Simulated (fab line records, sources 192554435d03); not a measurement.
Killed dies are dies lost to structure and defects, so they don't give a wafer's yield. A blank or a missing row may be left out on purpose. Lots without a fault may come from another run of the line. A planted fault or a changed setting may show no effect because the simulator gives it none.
Which tool did it? | flow n5_finfet | 12 lots, 36 wafers sampled, at 2 steps of a route of 1938

WHAT THE GAUGES READ, wafer by wafer
N5_BEOL_M6_INSPECT_58: inspects for defects (darkfield).
lot  | measured     | on                | raw_defect_count
L075 | day 8 19:00  | defect_inspect-02 | 52 62 58
L076 | day 9 07:51  | defect_inspect-02 | 71 133 79
L080 | day 9 16:20  | defect_inspect-01 | 87 82 37
L081 | day 10 17:28 | defect_inspect-01 | 62 130 104
L083 | day 10 23:13 | defect_inspect-01 | 60 57 38
L085 | day 11 11:05 | defect_inspect-01 | 54 43 27
L087 | day 11 23:41 | defect_inspect-01 | 74 57 84
L088 | day 12 11:31 | defect_inspect-02 | 82 73 87
L091 | day 12 19:13 | defect_inspect-01 | 32 37 74
L093 | day 13 14:49 | defect_inspect-02 | 59 73 42
L095 | day 14 12:19 | defect_inspect-01 | 56 62 73
L097 | day 14 14:16 | defect_inspect-01 | 64 66 107

WHICH TOOL RAN EACH LOT (tool, then ch and the chambers of the sampled wafers, then the start)
lot  | N5_BEOL_M6_DEP_56
L075 | pecvd-04 ch 0,2, day 8 18:53
L076 | pecvd-01 ch 1,2, day 9 07:46
L080 | pecvd-01 ch 0,1, day 9 16:14
L081 | pecvd-04 ch 0,1,2, day 10 17:22
L083 | pecvd-04 ch 0,2, day 10 23:07
L085 | pecvd-01 ch 1,2, day 11 10:59
L087 | pecvd-01 ch 0,1, day 11 23:35
L088 | pecvd-04 ch 0,2, day 12 11:11
L091 | pecvd-01 ch 0,1,2, day 12 19:08
L093 | pecvd-01 ch 0,1,2, day 13 14:43
L095 | pecvd-04 ch 0,1,2, day 14 12:13
L097 | pecvd-03 ch 1,2, day 14 14:11
- N5_BEOL_M6_DEP_56: deposits SiCN from 3MS/NH3, target thk 10 nm, time 17.5 s.

THE ANSWER, worked out from the rows above alone
Rule: what is usual is taken from the lots themselves. Put in order of their means at a reading, lots are off if they are a third of the lots or fewer, leave a main group of 4 or more, and stand apart from it by a gap of 3 or more times the standard deviation of the main group's means; of several such gaps the widest counts. A main group whose means are all the same, to the digits that the tables above print for the reading, isn't used. A lot without any number at a reading at which 4 lots or more have one is off too. The other lots that the step has rows for count as sound.
No lot is off at any reading shown: from this, nothing can be told.

WHAT THE SIMULATOR HAD PUT IN
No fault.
